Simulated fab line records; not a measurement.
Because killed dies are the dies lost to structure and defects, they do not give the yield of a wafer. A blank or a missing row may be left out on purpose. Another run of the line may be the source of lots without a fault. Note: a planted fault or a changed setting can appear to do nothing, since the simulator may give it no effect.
fab line records	flow n5-finfet
[record] lots = 24	wafers = 72	last-day = 18
route steps=1938 shown HKMG_FIN@451 GATE_CUT@466
lots with no fault: from the same line, run without faults
start-h: hours from the record's first day to the start of the lot's first wafer shown	wait-h: hours since the lot's step before	" repeats the value in the row above	L1.1+2: a row that stands for several wafers	- either no value or no given start	* or withheld: withheld	< > ~ a bound
route shown NAME@n: NAME is a module with steps in the file, n the number in the route of the first one	usual: mean/standard deviation of fault-free wafers	same: alike in all rows	chamber/n: place in a boat	sites: each site's reading	_std_site: standard deviation of those values	_edge_site: inner sites' mean taken away from outer sites' mean	radius-mm: how far each site lies from the wafer's centre	mask NAME#n: copy n	behind: tool/chamber where the wafer was last shaped	hold: what put the lot on hold/how long, in hours/how the hold closed	device: the transistor (n, p or np) that didn't switch	end of line: at the end of the route, the tests of the same wafers	a step with no rows: only its recipe	killed: dies that structure and defects cost at the first sort, which is not the same as the wafer's yield	map: per-die view of a wafer (x killed, . not killed, _ where there is no die)
set.NAME: setting as actually run; set.NAME@STEP: the setting as run at that earlier step	model.NAME: the simulator's own value behind a step, which no gauge read
route steps across a sampled set of lots; one table per step, one row per wafer
services: a tool's chamber out of use, with start hour (start-h, from the record's first day; less than 0 if before it), hours out, and reason
[[steps]]
[step N5_HKMG_FIN_ETCH_67]
[recipe] chemistry = N2/H2	target = SOC	target-depth-a = 3889	stop-on = TiN	ion-energy-ev = 100	bias-w = 61	pressure-mtorr = 30	source-w = 850	n2-flow-sccm = 200	h2-flow-sccm = 200
[usual] bias-w = 60.98/0.18	drypump-motor-current-A = 5.9/0.43	oes-product-au = 0.77/0.076	rf-vpp-V = 240.8/1.4	showerhead-plenum-p-Torr = 2.55/0.098	throttle-valve-pct = 17.79/0.22
lot.wafer	tool	chamber	start-h	wait-h	bias-w	drypump-motor-current-A	oes-product-au	rf-hours-counter-h	rf-vpp-V	showerhead-plenum-p-Torr	throttle-valve-pct
L074.1	rie-diel-06	2	79.01	-	61.41	4.9	0.76	169	240.6	2.54	17.94
L074.4	"	1	"	"	60.99	5.8	0.86	-	240.7	2.48	17.53
L074.6	"	0	"	"	61.03	6.4	0.79	-	240.8	2.58	17.69
L075.2	rie-diel-02	2	85.43	-	61.13	5.9	0.72	205	240.5	2.50	17.61
L075.3	"	0	"	"	60.80	5.8	0.74	146	238.7	2.42	17.55
L075.6	"	2	"	"	61.02	5.9	0.71	-	240.0	2.50	17.61
L076.1	rie-diel-04	3	97.69	-	60.93	5.8	0.69	219	238.7	2.41	17.55
L076.3	"	2	"	"	60.99	6.0	0.86	44	243.1	2.69	17.74
L076.6	"	1	"	"	60.86	5.9	0.70	-	241.6	2.61	17.88
L077.2	rie-diel-04	3	102.26	-	61.12	5.8	0.70	221	237.6	2.41	17.54
L077.4	"	0	"	"	60.99	5.9	0.92	11	242.0	2.72	18.05
L077.6	"	1	"	"	61.12	5.9	0.69	-	242.0	2.61	17.88
L078.2	rie-diel-02	0	104.95	-	61.06	5.8	0.73	152	238.8	2.42	17.53
L078.3	"	1	"	"	61.24	6.3	0.85	46	240.0	2.58	17.64
L078.5	"	1	"	"	61.16	6.3	0.85	-	241.5	2.58	17.64
L079.1	rie-diel-02	0	111.68	-	61.22	5.8	0.73	155	239.9	2.42	17.55
L079.5	"	3	"	"	61.01	6.8	0.67	-	241.0	2.50	18.19
L079.6	"	2	"	"	61.09	5.9	0.71	-	240.2	2.49	17.62
L080.1	rie-diel-02	2	114.29	-	61.21	5.8	0.70	214	240.0	2.49	17.61
L080.3	"	1	"	"	61.22	6.4	0.83	50	241.2	2.58	17.63
L080.5	"	2	"	"	61.03	5.9	0.71	-	240.7	2.49	17.60
L081.1	rie-diel-04	2	120.75	-	61.03	6.0	0.85	51	242.2	2.69	17.73
L081.2	"	3	"	"	61.12	5.8	0.69	226	241.5	2.41	17.56
L081.4	"	1	"	"	61.12	5.9	0.70	230	241.8	2.61	17.89
L082.2	rie-diel-06	0	125.67	-	60.85	6.4	0.77	106	239.4	2.57	17.73
L082.3	"	1	"	"	60.93	5.8	0.83	61	239.1	2.48	17.58
L082.4	"	1	"	"	60.84	5.8	0.83	-	240.4	2.48	17.59
L083.1	rie-diel-02	0	133.53	-	61.17	5.8	0.74	163	239.4	2.42	17.56
L083.5	"	3	"	"	61.03	6.8	0.67	-	240.9	2.50	18.19
L083.6	"	0	"	"	61.13	5.8	0.73	-	239.9	2.42	17.56
L084.3	rie-diel-02	0	141.03	-	61.07	5.8	0.72	167	238.8	2.42	17.57
L084.4	"	2	"	"	60.68	5.9	0.70	-	240.0	2.49	17.64
L084.6	"	0	"	"	60.73	5.8	0.72	-	240.8	2.42	17.58
L085.1	rie-diel-04	3	146.66	-	60.95	5.8	0.68	234	240.3	2.41	17.56
L085.3	"	1	"	"	61.07	5.8	0.68	240	243.0	2.61	17.91
L085.5	"	0	"	"	60.92	5.9	0.89	-	242.2	2.72	18.08
L086.1	rie-diel-04	1	153.90	-	60.65	5.8	0.68	243	242.1	2.61	17.91
L086.3	"	0	"	"	60.77	5.9	0.89	27	241.5	2.72	18.07
L086.6	"	2	"	"	61.00	6.0	0.84	-	241.6	2.68	17.77
L087.2	rie-diel-02	3	156.58	-	61.19	6.8	0.68	228	240.4	2.49	18.21
L087.5	"	0	"	"	60.85	5.8	0.73	-	239.9	2.41	17.57
L087.6	"	3	"	"	61.16	6.8	0.67	-	239.7	2.49	18.21
L088.1	rie-diel-04	3	163.16	-	60.97	5.8	0.68	241	238.3	2.41	17.59
L088.4	"	1	"	"	61.02	5.9	0.68	248	241.8	2.60	17.93
L088.5	"	0	"	"	60.87	5.9	0.89	-	242.4	2.72	18.08
L089.1	rie-diel-06	0	167.34	-	60.88	6.4	0.76	127	240.9	2.57	17.77
L089.4	"	1	"	"	60.77	5.8	0.81	-	239.9	2.47	17.62
L089.6	"	2	"	"	60.92	4.9	0.72	-	239.6	2.53	18.02
L090.3	rie-diel-04	2	175.42	-	60.70	6.0	0.82	76	241.7	2.68	17.81
L090.4	"	0	"	"	60.76	5.9	0.86	-	241.7	2.71	18.11
L090.6	"	3	"	"	61.00	5.8	0.68	-	239.8	2.40	17.60
L091.2	rie-diel-06	1	180.62	-	61.06	5.8	0.81	90	240.7	2.46	17.65
L091.3	"	0	"	"	60.89	6.4	0.75	135	240.5	2.56	17.77
L091.5	"	2	"	"	60.52	5.0	0.72	-	239.3	2.53	18.03
L092.1	rie-diel-06	1	187.58	-	61.08	5.8	0.79	94	237.9	2.46	17.64
L092.2	"	0	"	"	61.09	6.4	0.73	138	241.8	2.56	17.80
L092.5	"	1	"	"	60.95	5.8	0.79	-	239.2	2.46	17.63
L093.3	rie-diel-06	0	190.20	-	60.95	6.4	0.74	140	241.5	2.56	17.78
L093.5	"	3	"	"	60.96	6.4	0.77	-	242.2	2.66	17.89
L093.6	"	1	"	"	61.22	5.8	0.79	-	239.8	2.46	17.64
L094.2	rie-diel-02	3	201.13	-	60.81	6.8	0.66	240	239.9	2.49	18.24
L094.3	"	0	"	"	60.81	5.8	0.72	186	239.9	2.41	17.62
L094.6	"	0	"	"	60.90	5.8	0.72	-	239.9	2.41	17.60
L095.2	rie-diel-04	0	202.82	-	60.81	5.9	0.84	52	243.1	2.71	18.13
L095.5	"	0	"	"	61.03	5.9	0.84	-	241.2	2.71	18.13
L095.6	"	1	"	"	60.89	5.8	0.92	-	242.1	2.60	17.52
L096.4	rie-diel-04	0	211.37	-	61.01	5.9	0.83	54	241.8	2.71	18.13
L096.5	"	2	"	"	61.07	6.0	0.81	-	242.0	2.67	17.81
L096.6	"	1	"	"	60.79	5.8	0.91	-	240.8	2.60	17.51
L097.2	rie-diel-06	0	219.01	-	61.12	6.4	0.74	149	240.1	2.56	17.79
L097.3	"	2	"	"	61.05	4.9	0.71	228	238.1	2.52	18.06
L097.6	"	2	"	"	60.84	4.9	0.70	-	240.4	2.52	18.06
[step N5_HKMG_FIN_ALD_21]
[recipe] material = TiN	target-thk-a = 15	temp-c = 400	ald-precursor-family = TiCl4	ald-co-reactant = NH3	pulse-time-s = 1	purge-time-s = 3	co-reactant-purge-time-s = 2	co-reactant-pulse-time-s = 2	ald-cycles = 68	pressure-torr = 3
[usual] heater-power-w = 871/130	precursor-pulse-height-rel = 1.003/0.02
[same] co-reactant-pulse-time-s = 2	co-reactant-purge-time-s = 2
lot.wafer	tool	chamber	start-h	wait-h	heater-power-w	precursor-pulse-height-rel
L074.1	ald-metal-01	0	79.77	0.3	1102	1.016
L074.4	"	2	"	"	705	0.978
L074.6	"	0	"	"	1118	1.023
L075.2	ald-metal-02	0	86.20	0.3	789	0.996
L075.3	"	2	"	"	935	0.990
L075.6	"	1	"	"	785	1.008
L076.1	ald-metal-01	1	98.77	0.6	913	0.978
L076.3	"	2	"	"	690	1.021
L076.6	"	3	"	"	760	0.992
L077.2	ald-metal-04	1	103.01	0.3	750	1.003
L077.4	"	2	"	"	927	1.015
L077.6	"	0	"	"	960	1.011
L078.2	ald-metal-01	3	105.69	0.3	770	1.009
L078.3	"	1	"	"	937	1.036
L078.5	"	0	"	"	1128	0.971
L079.1	ald-metal-04	0	112.43	0.3	947	0.994
L079.5	"	0	"	"	970	1.003
L079.6	"	1	"	"	752	0.989
L080.1	ald-metal-04	3	115.03	0.3	968	0.961
L080.3	"	0	"	"	967	0.984
L080.5	"	2	"	"	897	0.991
L081.1	ald-metal-02	0	121.50	0.3	773	1.029
L081.2	"	3	"	"	723	1.003
L081.4	"	1	"	"	813	1.000
L082.2	ald-metal-02	3	126.45	0.3	740	0.963
L082.3	"	2	"	"	945	1.037
L082.4	"	1	"	"	808	1.017
L083.1	ald-metal-01	2	134.27	0.3	699	0.995
L083.5	"	1	"	"	927	0.992
L083.6	"	0	"	"	1101	0.989
L084.3	ald-metal-01	3	141.78	0.1	760	1.019
L084.4	"	1	"	"	913	1.001
L084.6	"	2	"	"	692	0.986
L085.1	ald-metal-04	0	147.40	0.3	958	0.984
L085.3	"	1	"	"	740	1.007
L085.5	"	2	"	"	928	1.007
L086.1	ald-metal-02	1	154.64	0.3	818	1.002
L086.3	"	2	"	"	974	1.020
L086.6	"	2	"	"	951	1.003
L087.2	ald-metal-02	3	157.32	0.3	715	0.970
L087.5	"	3	"	"	720	1.003
L087.6	"	0	"	"	804	1.004
L088.1	ald-metal-02	0	163.90	0.3	785	1.000
L088.4	"	0	"	"	787	0.986
L088.5	"	3	"	"	719	1.017
L089.1	ald-metal-01	1	168.09	0.3	921	0.973
L089.4	"	0	"	"	1110	0.968
L089.6	"	0	"	"	1104	1.001
L090.3	ald-metal-04	3	176.22	0.1	947	1.016
L090.4	"	2	"	"	900	0.984
L090.6	"	0	"	"	966	0.991
L091.2	ald-metal-04	3	181.48	0.3	1001	1.011
L091.3	"	2	"	"	918	1.005
L091.5	"	1	"	"	762	1.002
L092.1	ald-metal-01	3	188.45	0.3	793	0.995
L092.2	"	1	"	"	916	1.037
L092.5	"	1	"	"	889	0.994
L093.3	ald-metal-01	3	190.95	0.2	771	1.023
L093.5	"	3	"	"	761	1.012
L093.6	"	2	"	"	692	1.009
L094.2	ald-metal-01	2	201.88	0.3	681	1.008
L094.3	"	3	"	"	792	0.986
L094.6	"	3	"	"	785	1.005
L095.2	ald-metal-01	2	203.57	0.3	677	1.007
L095.5	"	0	"	"	1116	1.015
L095.6	"	3	"	"	770	0.977
L096.4	ald-metal-04	0	212.11	0.1	967	1.005
L096.5	"	0	"	"	945	1.018
L096.6	"	3	"	"	974	0.990
L097.2	ald-metal-01	1	219.75	0.3	929	0.998
L097.3	"	0	"	"	1100	0.999
L097.6	"	1	"	"	903	0.999
[step N5_GATE_CUT_ETCH_56]
[recipe] chemistry = Cl2/Ar	target = TiN	target-depth-a = 216	pressure-mtorr = 10	icp-w = 600	bias-w = 60	Cl2_flow_sccm = 40	Ar_flow_sccm = 60
[usual] bias-w = 59.97/0.17	drypump-motor-current-A = 5.6/0.41	oes-product-au = 0.68/0.1	throttle-valve-pct = 20.95/0.17
lot.wafer	tool	chamber	start-h	wait-h	bias-w	drypump-motor-current-A	oes-product-au	rf-hours-counter-h	throttle-valve-pct
L074.1	rie-metal-03	0	81.17	0.1	59.56	5.9	0.81	24	20.97
L074.4	"	1	"	"	60.15	5.3	0.64	-	21.05
L074.6	"	0	"	"	59.84	5.9	0.81	-	20.98
L075.2	rie-metal-02	0	87.60	0.1	60.36	5.8	0.60	130	21.20
L075.3	"	0	"	"	60.20	5.8	0.59	-	21.21
L075.6	"	0	"	"	59.91	5.8	0.60	-	21.19
L076.1	rie-metal-03	0	100.17	0.1	59.87	5.9	0.81	25	20.97
L076.3	"	0	"	"	59.54	5.9	0.81	-	20.96
L076.6	"	1	"	"	60.01	5.3	0.64	-	21.03
L077.2	rie-metal-02	0	104.45	0.1	60.14	5.8	0.59	131	21.20
L077.4	"	0	"	"	59.89	5.8	0.58	-	21.21
L077.6	"	1	"	"	59.96	5.8	0.64	-	21.14
L078.2	rie-metal-01	0	107.15	0.1	60.02	6.2	0.59	130	20.73
L078.3	"	0	"	"	59.84	6.2	0.59	-	20.71
L078.5	"	1	"	"	59.99	5.0	0.66	-	20.88
L079.1	rie-metal-03	0	113.82	0.1	59.99	5.9	0.80	26	20.98
L079.5	"	1	"	"	59.97	5.3	0.64	-	21.04
L079.6	"	0	"	"	59.74	5.9	0.80	-	20.97
L080.1	rie-metal-03	0	116.43	0.1	60.00	5.9	0.81	26	20.96
L080.3	"	1	"	"	59.74	5.3	0.64	-	21.02
L080.5	"	1	"	"	59.82	5.3	0.64	-	21.05
L081.1	rie-metal-01	0	122.89	0.1	59.78	6.2	0.59	132	20.70
L081.2	"	1	"	"	59.80	5.0	0.65	97	20.87
L081.4	"	1	"	"	60.00	5.0	0.66	-	20.89
L082.2	rie-metal-01	1	127.90	0.1	59.99	5.0	0.66	98	20.87
L082.3	"	0	"	"	59.63	6.2	0.59	-	20.71
L082.4	"	1	"	"	60.28	5.0	0.65	-	20.87
L083.1	rie-metal-01	0	135.68	0.1	59.62	6.2	0.59	133	20.71
L083.5	"	1	"	"	60.25	5.0	0.65	-	20.88
L083.6	"	0	"	"	59.90	6.2	0.59	-	20.70
L084.3	rie-metal-02	0	143.22	0.1	60.02	5.8	0.59	-	21.20
L084.4	"	1	"	"	59.89	5.7	0.65	-	21.15
L084.6	"	0	"	"	59.76	5.8	0.58	-	21.21
L085.1	rie-metal-03	0	148.80	0.1	59.86	5.9	0.80	28	20.97
L085.3	"	1	"	"	60.05	5.3	0.64	-	21.05
L085.5	"	0	"	"	60.12	5.9	0.80	-	20.98
L086.1	rie-metal-01	1	156.04	0.1	59.66	5.0	0.65	100	20.87
L086.3	"	0	"	"	60.04	6.2	0.60	-	20.72
L086.6	"	1	"	"	59.84	5.0	0.66	-	20.86
L087.2	rie-metal-03	0	158.73	0.1	59.69	5.9	0.79	29	21.00
L087.5	"	0	"	"	59.88	5.9	0.79	-	20.99
L087.6	"	1	"	"	60.00	5.3	0.63	-	21.04
L088.1	rie-metal-01	0	165.30	0.1	59.88	6.2	0.59	136	20.71
L088.4	"	1	"	"	59.64	5.0	0.66	-	20.88
L088.5	"	0	"	"	60.02	6.2	0.58	-	20.71
L089.1	rie-metal-01	0	169.48	0.1	60.19	6.2	0.59	136	20.71
L089.4	"	0	"	"	59.90	6.2	0.59	-	20.73
L089.6	"	1	"	"	60.04	5.0	0.65	-	20.87
L090.3	rie-metal-01	1	177.80	0.2	59.88	5.0	0.65	-	20.87
L090.4	"	1	"	"	59.63	5.0	0.65	-	20.89
L090.6	"	1	"	"	59.68	5.0	0.66	-	20.88
L091.2	rie-metal-02	0	182.88	0.1	59.97	5.8	0.95	1	20.87
L091.3	"	1	"	"	59.88	5.7	0.64	-	21.17
L091.5	"	0	"	"	60.18	5.8	0.96	-	20.87
L092.1	rie-metal-02	0	189.85	0.1	59.96	5.8	0.96	1	20.87
L092.2	"	1	"	"	59.79	5.8	0.64	124	21.15
L092.5	"	1	"	"	59.96	5.7	0.64	-	21.15
L093.3	rie-metal-03	1	192.53	0.2	59.80	5.3	0.62	-	21.07
L093.5	"	1	"	"	59.79	5.3	0.63	-	21.07
L093.6	"	1	"	"	60.08	5.3	0.63	-	21.07
L094.2	rie-metal-01	0	203.28	0.1	60.08	6.2	0.98	1	20.32
L094.3	"	0	"	"	60.16	6.2	0.98	-	20.32
L094.6	"	0	"	"	60.08	6.2	0.98	-	20.33
L095.2	rie-metal-03	1	205.12	0.2	60.09	5.3	0.62	-	21.08
L095.5	"	1	"	"	59.84	5.3	0.63	-	21.07
L095.6	"	1	"	"	59.92	5.3	0.62	-	21.07
L096.4	rie-metal-03	0	213.54	0.1	60.27	5.9	0.78	-	21.00
L096.5	"	1	"	"	60.05	5.3	0.62	-	21.05
L096.6	"	0	"	"	60.13	5.9	0.77	-	21.01
L097.2	rie-metal-03	0	221.15	0.1	59.79	5.9	0.78	34	20.99
L097.3	"	0	"	"	59.88	5.9	0.77	-	21.01
L097.6	"	0	"	"	59.78	5.9	0.77	-	21.00
[step N5_GATE_CUT_SAC_CAP_01]
[recipe] material = SiNx	target-thk-a = 240	temp-c = 400	ald-precursor-family = SiH2I2	ald-co-reactant = N2/H2-plasma	pulse-time-s = 1	ald-cycles = 480	purge-time-s = 2	co-reactant-purge-time-s = 2	pressure-torr = 2
[usual] heater-power-w = 841/84	precursor-pulse-height-rel = 1.000/0.018
[same] co-reactant-purge-time-s = 2
lot.wafer	tool	chamber	start-h	wait-h	heater-power-w	precursor-pulse-height-rel
L074.1	ald-sin-01	0	81.66	0.0	939	0.980
L074.4	"	3	"	"	772	1.001
L074.6	"	2	82.74	1.1	842	0.999
L075.2	ald-sin-02	1	88.41	0.0	801	1.009
L075.3	"	2	"	"	937	0.990
L075.6	"	1	89.49	1.1	814	0.979
L076.1	ald-sin-03	0	100.76	0.1	1002	1.008
L076.3	"	2	"	"	835	1.002
L076.6	"	1	101.84	1.1	875	1.012
L077.2	ald-sin-03	2	105.25	0.3	839	1.009
L077.4	"	0	"	"	1044	0.995
L077.6	"	0	106.34	1.4	1012	0.959
L078.2	ald-sin-02	0	108.07	0.5	824	1.020
L078.3	"	3	"	"	758	0.975
L078.5	"	2	109.15	1.5	939	0.989
L079.1	ald-sin-02	3	114.31	0.0	749	1.008
L079.5	"	2	115.40	1.1	963	0.969
L079.6	"	1	"	"	804	1.017
L080.1	ald-sin-02	1	117.02	0.1	810	1.004
L080.3	"	0	"	"	809	1.015
L080.5	"	2	118.10	1.2	954	1.026
L081.1	ald-sin-01	2	123.38	0.0	771	0.987
L081.2	"	3	"	"	800	1.010
L081.4	"	0	"	"	936	1.009
L082.2	ald-sin-01	1	128.40	0.0	777	0.986
L082.3	"	3	"	"	807	1.001
L082.4	"	0	"	"	919	1.028
L083.1	ald-sin-03	1	136.24	0.0	929	0.995
L083.5	"	3	137.32	1.1	725	0.976
L083.6	"	2	"	"	843	0.971
L084.3	ald-sin-01	1	143.76	0.0	787	0.990
L084.4	"	3	"	"	778	0.979
L084.6	"	3	144.85	1.1	805	0.990
L085.1	ald-sin-02	0	149.30	0.0	851	1.010
L085.3	"	1	"	"	811	1.016
L085.5	"	1	150.38	1.1	809	0.980
L086.1	ald-sin-03	1	156.54	0.0	882	1.004
L086.3	"	2	"	"	842	0.982
L086.6	"	3	157.62	1.1	716	1.018
L087.2	ald-sin-03	1	159.27	0.0	908	1.005
L087.5	"	2	160.36	1.1	849	1.014
L087.6	"	3	"	"	719	1.005
L088.1	ald-sin-02	0	165.79	0.0	845	0.983
L088.4	"	2	"	"	958	0.996
L088.5	"	0	166.88	1.1	809	1.031
L089.1	ald-sin-03	2	169.97	0.0	838	1.004
L089.4	"	3	"	"	724	0.978
L089.6	"	0	171.06	1.1	1039	1.028
L090.3	ald-sin-01	1	178.50	0.0	784	1.000
L090.4	"	3	"	"	815	1.019
L090.6	"	3	179.59	1.1	786	0.998
L091.2	ald-sin-02	1	183.38	0.0	786	1.008
L091.3	"	3	"	"	766	1.015
L091.5	"	0	184.46	1.1	850	1.017
L092.1	ald-sin-01	3	190.46	0.1	799	1.044
L092.2	"	2	"	"	766	0.980
L092.5	"	3	191.54	1.2	823	1.023
L093.3	ald-sin-01	2	193.61	0.0	789	0.981
L093.5	"	2	194.69	1.1	768	0.985
L093.6	"	3	"	"	824	0.978
L094.2	ald-sin-01	2	203.77	0.0	769	0.986
L094.3	"	3	"	"	828	1.014
L094.6	"	3	204.86	1.1	811	1.033
L095.2	ald-sin-03	1	206.14	0.3	865	1.033
L095.5	"	0	207.23	1.4	1040	1.007
L095.6	"	1	"	"	852	0.999
L096.4	ald-sin-01	3	214.00	0.0	824	1.014
L096.5	"	3	215.09	1.1	812	0.997
L096.6	"	2	"	"	785	1.002
L097.2	ald-sin-01	2	221.67	0.0	791	1.017
L097.3	"	3	"	"	810	1.016
L097.6	"	3	222.76	1.1	821	0.979
[step N5_GATE_CUT_HM_DEP_46]
[recipe] material = SiO2	target-thk-a = 1300	temp-c = 400	precursor = TEOS/O2	pressure-torr = 6.5	rf-w = 900	teos-flow-sccm = 161.4	gas = O2	flow-sccm = 2650	time-s = 26.6
[usual] heater-power-w = 560/90	showerhead-plenum-p-Torr = 8.35/0.037	throttle-valve-pct = 18.4/0.96
lot.wafer	tool	chamber	start-h	wait-h	heater-power-w	showerhead-plenum-p-Torr	throttle-valve-pct
L074.1	pecvd-03	0	84.25	0.0	526	8.44	17.0
L074.4	"	2	"	"	419	8.37	18.8
L074.6	"	0	"	"	535	8.42	17.3
L075.2	pecvd-01	1	91.01	0.0	661	8.33	18.6
L075.3	"	1	"	"	665	8.35	18.6
L075.6	"	1	"	"	516	8.34	18.4
L076.1	pecvd-01	2	103.36	0.0	590	8.39	18.4
L076.3	"	1	"	"	579	8.34	18.8
L076.6	"	2	"	"	588	8.35	18.2
L077.2	pecvd-01	0	107.87	0.0	395	8.34	18.3
L077.4	"	1	"	"	628	8.33	18.5
L077.6	"	0	"	"	408	8.34	18.3
L078.2	pecvd-01	2	110.66	0.0	458	8.37	18.0
L078.3	"	1	"	"	640	8.34	18.3
L078.5	"	2	"	"	479	8.37	18.1
L079.1	pecvd-01	2	116.91	0.0	491	8.38	18.0
L079.5	"	0	"	"	416	8.35	18.0
L079.6	"	2	"	"	509	8.36	18.2
L080.1	pecvd-01	2	119.62	0.0	563	8.36	18.3
L080.3	"	1	"	"	508	8.36	18.4
L080.5	"	0	"	"	451	8.33	18.6
L081.1	pecvd-01	0	125.98	0.0	425	8.37	18.5
L081.2	"	2	"	"	594	8.34	18.0
L081.4	"	1	"	"	625	8.36	18.3
L082.2	pecvd-03	2	131.00	0.0	386	8.37	18.8
L082.3	"	0	"	"	505	8.44	17.4
L082.4	"	1	"	"	603	8.34	20.1
L083.1	pecvd-04	0	138.83	0.0	597	8.34	18.9
L083.5	"	0	"	"	613	8.33	19.3
L083.6	"	2	"	"	616	8.33	16.7
L084.3	pecvd-04	0	146.36	0.0	640	8.32	19.1
L084.4	"	2	"	"	618	8.36	16.8
L084.6	"	1	"	"	482	8.33	18.9
L085.1	pecvd-03	0	151.90	0.0	490	8.43	17.4
L085.3	"	2	"	"	380	8.38	18.8
L085.5	"	0	"	"	495	8.44	17.8
L086.1	pecvd-04	0	159.14	0.0	713	8.32	19.2
L086.3	"	2	"	"	678	8.34	16.7
L086.6	"	1	"	"	580	8.31	19.2
L087.2	pecvd-04	0	161.87	0.0	747	8.32	19.1
L087.5	"	1	"	"	546	8.30	18.8
L087.6	"	0	"	"	753	8.34	19.3
L088.1	pecvd-01	0	168.39	0.0	426	8.34	18.6
L088.4	"	0	"	"	415	8.34	18.4
L088.5	"	2	"	"	579	8.37	18.4
L089.1	pecvd-04	1	172.57	0.0	592	8.33	19.0
L089.4	"	2	"	"	707	8.33	16.7
L089.6	"	0	"	"	672	8.35	19.1
L090.3	pecvd-03	2	181.11	0.0	454	8.40	19.1
L090.4	"	1	"	"	507	8.35	20.1
L090.6	"	0	"	"	546	8.45	17.2
L091.2	pecvd-04	2	185.98	0.0	566	8.35	16.6
L091.3	"	1	"	"	603	8.32	19.2
L091.5	"	0	"	"	598	8.34	18.7
L092.1	pecvd-04	0	193.06	0.0	704	8.33	18.9
L092.2	"	1	"	"	510	8.32	19.0
L092.5	"	0	"	"	716	8.35	19.2
L093.3	pecvd-03	2	196.21	0.0	366	8.38	18.9
L093.5	"	2	"	"	373	8.36	18.8
L093.6	"	0	"	"	498	8.40	17.3
L094.2	pecvd-04	2	206.37	0.0	665	8.33	16.8
L094.3	"	0	"	"	604	8.35	19.3
L094.6	"	1	"	"	502	8.30	19.0
L095.2	pecvd-03	0	208.76	0.0	496	8.44	17.6
L095.5	"	1	"	"	616	8.32	19.9
L095.6	"	0	"	"	527	8.47	17.7
L096.4	pecvd-03	0	216.64	0.1	557	8.44	17.3
L096.5	"	0	"	"	537	8.45	17.4
L096.6	"	1	"	"	598	8.35	20.1
L097.2	pecvd-04	2	224.27	0.0	662	8.35	16.7
L097.3	"	0	"	"	693	8.33	19.3
L097.6	"	2	"	"	671	8.33	16.6
[step N5_GATE_CUT_CD_MEAS_13]
[recipe] target-cd-nm = 20	landing-energy-ev = 500	detector = se-inlens
[usual] cd-nm = 20.12/0.26
lot.wafer	tool	chamber	start-h	wait-h	cd-nm
L074.1	cd-sem-01	0	84.59	-	20.03
L074.4	"	0	"	"	19.95
L074.6	"	0	"	"	20.09
L075.2	cd-sem-01	0	91.37	-	20.41
L075.3	"	0	"	"	20.36
L075.6	"	0	"	"	19.82
L076.1	cd-sem-02	0	103.69	-	20.09
L076.3	"	0	"	"	19.75
L076.6	"	0	"	"	19.85
L077.2	cd-sem-03	0	108.33	-	20.34
L077.4	"	0	"	"	20.62
L077.6	"	0	"	"	20.35
L078.2	cd-sem-02	0	111.00	-	20.53
L078.3	"	0	"	"	20.96
L078.5	"	0	"	"	20.62
L079.1	cd-sem-01	0	117.37	-	19.89
L079.5	"	0	"	"	20.13
L079.6	"	0	"	"	19.46
L080.1	cd-sem-01	0	120.08	-	19.69
L080.3	"	0	"	"	20.10
L080.5	"	0	"	"	19.76
L081.1	cd-sem-02	0	126.32	-	20.38
L081.2	"	0	"	"	19.90
L081.4	"	0	"	"	20.14
L082.2	cd-sem-02	0	131.46	-	20.64
L082.3	"	0	"	"	20.15
L082.4	"	0	"	"	20.09
L083.1	cd-sem-02	0	139.30	-	20.31
L083.5	"	0	"	"	20.13
L083.6	"	0	"	"	20.51
L084.3	cd-sem-03	0	146.83	-	20.08
L084.4	"	0	"	"	20.12
L084.6	"	0	"	"	20.02
L085.1	cd-sem-02	0	152.36	-	19.78
L085.3	"	0	"	"	20.22
L085.5	"	0	"	"	20.18
L086.1	cd-sem-03	0	159.60	-	20.07
L086.3	"	0	"	"	20.09
L086.6	"	0	"	"	20.12
L087.2	cd-sem-02	0	162.21	-	20.04
L087.5	"	0	"	"	19.81
L087.6	"	0	"	"	20.27
L088.1	cd-sem-01	0	168.85	-	19.89
L088.4	"	0	"	"	20.31
L088.5	"	0	"	"	19.71
L089.1	cd-sem-02	0	172.91	-	20.00
L089.4	"	0	"	"	19.73
L089.6	"	0	"	"	20.23
L090.3	cd-sem-02	0	181.44	-	19.97
L090.4	"	0	"	"	20.09
L090.6	"	0	"	"	20.61
L091.2	cd-sem-03	0	186.44	-	20.59
L091.3	"	0	"	"	20.27
L091.5	"	0	"	"	20.17
L092.1	cd-sem-03	0	193.39	-	20.04
L092.2	"	0	"	"	19.69
L092.5	"	0	"	"	20.40
L093.3	cd-sem-02	0	196.55	-	20.53
L093.5	"	0	"	"	20.15
L093.6	"	0	"	"	19.77
L094.2	cd-sem-01	0	206.83	-	20.10
L094.3	"	0	"	"	19.84
L094.6	"	0	"	"	20.18
L095.2	cd-sem-03	0	209.28	-	20.13
L095.5	"	0	"	"	20.09
L095.6	"	0	"	"	20.13
L096.4	cd-sem-02	0	217.11	-	19.74
L096.5	"	0	"	"	20.29
L096.6	"	0	"	"	20.04
L097.2	cd-sem-03	0	224.61	-	19.88
L097.3	"	0	"	"	20.36
L097.6	"	0	"	"	20.02
[[services]]
tool	chamber	start-h	hours	kind
pecvd-04	1	55.31	19.5	repair
rie-diel-06	0	56.88	6.4	repair
ald-sin-02	-	58.13	1.8	repair
rie-diel-04	-	59.92	0.3	repair
rie-diel-06	3	67.20	121.0	repair
rie-diel-02	3	68.22	5.0	repair
rie-metal-01	1	72.01	18.5	repair
ald-sin-01	-	85.25	14.0	pm
pecvd-04	-	86.62	3.1	repair
pecvd-04	2	93.30	11.0	repair
rie-diel-02	2	98.16	2.6	repair
pecvd-01	-	104.26	0.7	repair
ald-sin-03	-	107.42	14.6	pm
rie-diel-02	3	114.24	1.8	repair
pecvd-01	0	120.29	5.2	repair
ald-sin-03	-	123.64	3.7	repair
ald-sin-03	-	129.82	1.7	repair
pecvd-04	0	131.15	6.1	repair
rie-diel-04	-	137.64	1.0	repair
rie-metal-03	-	145.86	2.8	pm
ald-sin-02	-	155.19	0.6	repair
rie-diel-02	-	158.13	14.6	pm
rie-metal-03	1	176.82	6.0	repair
rie-metal-03	0	191.21	15.5	repair
[[key]]
fault none
